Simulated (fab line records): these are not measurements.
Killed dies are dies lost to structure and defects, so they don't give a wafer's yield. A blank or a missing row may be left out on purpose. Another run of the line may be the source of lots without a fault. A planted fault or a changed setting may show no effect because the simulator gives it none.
Chamber matching    flow n5Finfet    cmp-02 running N5_MOL_CONTACT_COAG_CMP_28: 4 sister chambers
The step polishes, stops on SiNx, t overpolish 0.85 s, target thk 14.522 nm. 4 wafers are shown with their chamber, then 8 later ones without.

== WAFERS, EACH WITH ITS CHAMBER ==
wafer   chamber  motorCurrentA (A)
L084.2  0        14.8
L084.6  1        12.4
L088.1  2        14.0
L090.3  3        12.1

== WAFERS WITHOUT THEIR CHAMBER ==
wafer   motorCurrentA (A)
L090.5  12.6
L090.6  13.9
L093.1  14.5
L093.4  14.2
L093.6  15.7
L097.1  13.0
L097.2  14.5
L097.3  13.3

== EACH ONE'S CHAMBER ==
wafer   from the rows above                in truth
L090.5  can't be placed: 1 or 3            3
L090.6  can't be placed: 2 or 0            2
L093.1  can't be placed: 0 or 2            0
L093.4  can't be placed: 2 or 0            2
L093.6  can't be placed: 0 or 2            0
L097.1  can't be placed: 1 or 3 or 2       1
L097.2  can't be placed: 0 or 2            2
L097.3  can't be placed: 2 or 1 or 3 or 0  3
Correct placement for 0 of the 8. Unplaceable from these rows: 8, with the true chamber sitting among the candidates in 8. 0 placed wrongly.
How it was worked out, from the rows above alone: a wafer's distance from a chamber is the root of the sum, over the readings, of the square of ((its reading less the chamber's mean) divided by the reading's scatter). The wafer belongs to the nearest chamber; if the next one is less than 2 further off, it can't be placed. For every chamber, the mean is computed from those of its wafers that are shown. The scatter: with one shown wafer a chamber, the root of the mean of the squares of how far each hidden wafer lies from its nearest shown one.
